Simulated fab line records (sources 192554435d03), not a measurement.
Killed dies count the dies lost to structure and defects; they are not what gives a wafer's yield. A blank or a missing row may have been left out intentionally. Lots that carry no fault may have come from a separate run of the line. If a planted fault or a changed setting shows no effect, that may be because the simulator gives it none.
Split-lot trial / flow n5_finfet / route with 1938 steps; 7 lots, 21 wafers read

== SPLIT DETAILS ==
At N5_BEOL_M2_COAT_73 (time 60 s, resist thk 5 nm), the setting spin_rpm was moved away from the recipe's 1500 rpm on 8 of the 21 wafers read, by -9.3% to +10.3%. For the rest of the wafers, this setting stayed at what the recipe calls for.

== FROM THE SPLIT TO THE READING: what the file shows between them, 5 steps ==
- N5_BEOL_M2_EXPOSE_08: exposes mask M2 (also split here: dose_mj)
- N5_BEOL_M2_PEB_09: peb time 60 s
- N5_BEOL_M2_DEVELOP_10: develop time 30 s
- N5_BEOL_M2_CD_MEAS_11: target cd 16.79 nm
- N5_BEOL_M2_DESCUM_16: chemistry O2, time 7 s

== THE READING ==
etch.depth_nm (the simulator's own value, which no gauge read), in nm, at N5_BEOL_M2_ETCH_74 (etches underlayer in N2/H2, target depth 6.5 nm, time 5.2 s). The file gives no usual value for it. The 13 wafers here that ran the recipe average 5.005 nm, standard deviation 0.0098 nm.

wafer=L074.1; tool, chamber at the split=litho_track-01, 0; spin_rpm as run, rpm=1500; against the recipe=recipe; etch.depth_nm, nm=5.005; against lot-mates on the recipe=-
wafer=L074.2; tool, chamber at the split=litho_track-01, 0; spin_rpm as run, rpm=1591; against the recipe=+6.1%; etch.depth_nm, nm=4.857; against lot-mates on the recipe=-0.148
wafer=L074.4; tool, chamber at the split=litho_track-01, 0; spin_rpm as run, rpm=1591; against the recipe=+6.1%; etch.depth_nm, nm=4.849; against lot-mates on the recipe=-0.156
wafer=L076.1; tool, chamber at the split=litho_track-01, 0; spin_rpm as run, rpm=1500; against the recipe=recipe; etch.depth_nm, nm=5.016; against lot-mates on the recipe=-
wafer=L076.3; tool, chamber at the split=litho_track-01, 0; spin_rpm as run, rpm=1500; against the recipe=recipe; etch.depth_nm, nm=5.009; against lot-mates on the recipe=-
wafer=L076.4; tool, chamber at the split=litho_track-01, 0; spin_rpm as run, rpm=1500; against the recipe=recipe; etch.depth_nm, nm=5.025; against lot-mates on the recipe=-
wafer=L078.2; tool, chamber at the split=litho_track-02, 0; spin_rpm as run, rpm=1360; against the recipe=-9.3%; etch.depth_nm, nm=5.249; against lot-mates on the recipe=+0.244
wafer=L078.3; tool, chamber at the split=litho_track-02, 0; spin_rpm as run, rpm=1500; against the recipe=recipe; etch.depth_nm, nm=5.005; against lot-mates on the recipe=-
wafer=L078.4; tool, chamber at the split=litho_track-02, 0; spin_rpm as run, rpm=1360; against the recipe=-9.3%; etch.depth_nm, nm=5.264; against lot-mates on the recipe=+0.259
wafer=L082.3; tool, chamber at the split=litho_track-04, 0; spin_rpm as run, rpm=1654; against the recipe=+10.3%; etch.depth_nm, nm=4.739; against lot-mates on the recipe=-0.252
wafer=L082.5; tool, chamber at the split=litho_track-04, 0; spin_rpm as run, rpm=1500; against the recipe=recipe; etch.depth_nm, nm=4.993; against lot-mates on the recipe=-
wafer=L082.6; tool, chamber at the split=litho_track-04, 0; spin_rpm as run, rpm=1500; against the recipe=recipe; etch.depth_nm, nm=4.989; against lot-mates on the recipe=-
wafer=L090.1; tool, chamber at the split=litho_track-02, 0; spin_rpm as run, rpm=1500; against the recipe=recipe; etch.depth_nm, nm=5.006; against lot-mates on the recipe=-
wafer=L090.4; tool, chamber at the split=litho_track-02, 0; spin_rpm as run, rpm=1500; against the recipe=recipe; etch.depth_nm, nm=5.009; against lot-mates on the recipe=-
wafer=L090.6; tool, chamber at the split=litho_track-02, 0; spin_rpm as run, rpm=1500; against the recipe=recipe; etch.depth_nm, nm=5.003; against lot-mates on the recipe=-
wafer=L089.1; tool, chamber at the split=litho_track-02, 0; spin_rpm as run, rpm=1405; against the recipe=-6.3%; etch.depth_nm, nm=5.176; against lot-mates on the recipe=+0.161
wafer=L089.2; tool, chamber at the split=litho_track-02, 0; spin_rpm as run, rpm=1500; against the recipe=recipe; etch.depth_nm, nm=5.015; against lot-mates on the recipe=-
wafer=L089.5; tool, chamber at the split=litho_track-02, 0; spin_rpm as run, rpm=1405; against the recipe=-6.3%; etch.depth_nm, nm=5.182; against lot-mates on the recipe=+0.167
wafer=L094.2; tool, chamber at the split=litho_track-02, 0; spin_rpm as run, rpm=1555; against the recipe=+3.7%; etch.depth_nm, nm=4.895; against lot-mates on the recipe=-0.101
wafer=L094.4; tool, chamber at the split=litho_track-02, 0; spin_rpm as run, rpm=1500; against the recipe=recipe; etch.depth_nm, nm=5; against lot-mates on the recipe=-
wafer=L094.5; tool, chamber at the split=litho_track-02, 0; spin_rpm as run, rpm=1500; against the recipe=recipe; etch.depth_nm, nm=4.992; against lot-mates on the recipe=-

FIT RESULTS
A straight line over all 21 wafers: etch.depth_nm changes by -0.0266 nm for each +1% of spin_rpm; r = -1.00; the points scatter about the line by 0.0098 nm.
The same after taking each lot's own level away (the mean of its wafers on the recipe; 21 wafers): -0.0259 nm for each +1%; r = -1.00; scatter 0.0063 nm.
That fit puts the effect of the largest move of spin_rpm on the reading at 0.27 nm.
Measured against the standard deviation above, the lots' own levels, which go from 4.9910 to 5.0167 nm, span 2.6 times it.
The two slopes are in agreement: the lot-to-lot level therefore moves the slope only a little.
Check: for one of the wafers moved furthest among these (+10.3%), held out of the fit, the line's prediction against its lot-mates is -0.269 nm. It came out at -0.252 nm against them.

== THESE WAFERS: OTHER SPLITS ==
Other splits were also applied to these wafers ahead of the reading. Each is held against what the fit with the lots' levels taken away leaves over:
other split on the same wafers=N5_BEOL_M0_SAQP_ETCH_107 bias_w; wafers away from the commonest value=6; r with etch.depth_nm (lot level and that fit taken away)=-0.38
other split on the same wafers=N5_BEOL_M1_ILD_DEP_00 time_s; wafers away from the commonest value=6; r with etch.depth_nm (lot level and that fit taken away)=+0.15
other split on the same wafers=N5_BEOL_M1_COAT_62 spin_rpm; wafers away from the commonest value=7; r with etch.depth_nm (lot level and that fit taken away)=+0.27
other split on the same wafers=N5_BEOL_M2_EXPOSE_08 dose_mj; wafers away from the commonest value=5; r with etch.depth_nm (lot level and that fit taken away)=-0.12

== THE WHOLE CHAIN: every reading that the file lists as answering this split, in the file's order ==
step=N5_BEOL_M2_ETCH_74; what it does=etches underlayer in N2/H2, target depth 6.5 nm, time 5.2 s; reading=etch_rf_on_time_s; change (the file's fit)=withheld for each +1% of the setting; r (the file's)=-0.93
step=N5_BEOL_M2_ETCH_74; what it does=etches underlayer in N2/H2, target depth 6.5 nm, time 5.2 s; reading=etch.depth_nm (the simulator's own value, which no gauge read); change (the file's fit)=-0.0257 nm for each +1% of the setting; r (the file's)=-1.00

== THE FILE'S OWN FIT ==
etch.depth_nm changes by -0.0257 nm for each +1% of spin_rpm, r = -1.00.
